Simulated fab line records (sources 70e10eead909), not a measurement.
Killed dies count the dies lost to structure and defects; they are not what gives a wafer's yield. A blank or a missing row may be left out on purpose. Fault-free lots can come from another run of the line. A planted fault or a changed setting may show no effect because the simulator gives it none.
Matching of chambers :: flow nand harc :: NHARC_A_WL_FILL_STRIP_29 on rie diel-03 has 4 sister chambers
The step strips in O2, time 20 s. 4 wafers are shown with their chamber, then 7 later ones without.

WAFERS WITH THEIR CHAMBER
wafer: L082.6
chamber: 3
drypump motor current A (A): 5.7

wafer: L084.3
chamber: 2
drypump motor current A (A): 5.0

wafer: L089.1
chamber: 1
drypump motor current A (A): 5.2

wafer: L089.3
chamber: 0
drypump motor current A (A): 6.2

WAFERS WHOSE CHAMBER IS MISSING
wafer: L089.6
drypump motor current A (A): 5.0

wafer: L088.4
drypump motor current A (A): 5.7

wafer: L088.5
drypump motor current A (A): 5.7

wafer: L088.6
drypump motor current A (A): 5.0

wafer: L092.1
drypump motor current A (A): 5.3

wafer: L092.2
drypump motor current A (A): 5.7

wafer: L092.3
drypump motor current A (A): 5.1

EACH ONE'S CHAMBER
wafer: L089.6
from the rows above: 2
in truth: 2

wafer: L088.4
from the rows above: 3
in truth: 3

wafer: L088.5
from the rows above: 3
in truth: 3

wafer: L088.6
from the rows above: 2
in truth: 2

wafer: L092.1
from the rows above: 1
in truth: 1

wafer: L092.2
from the rows above: 3
in truth: 3

wafer: L092.3
from the rows above: can't be placed: 2 or 1
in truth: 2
Placed correctly: 6 of 7. From these rows, 1 cannot be placed; in 1 the true chamber is one of the candidates. Wrongly placed: 0.
How it was worked out, from the rows above alone: a wafer's distance from a chamber is the root of the sum, over the readings, of the square of ((its reading less the chamber's mean) divided by the reading's scatter). The wafer belongs to the nearest chamber; if the next one is less than 2 further off, it can't be placed. A chamber's mean is the mean of its shown wafers. The scatter: with one shown wafer a chamber, the root of the mean of the squares of how far each hidden wafer lies from its nearest shown one.
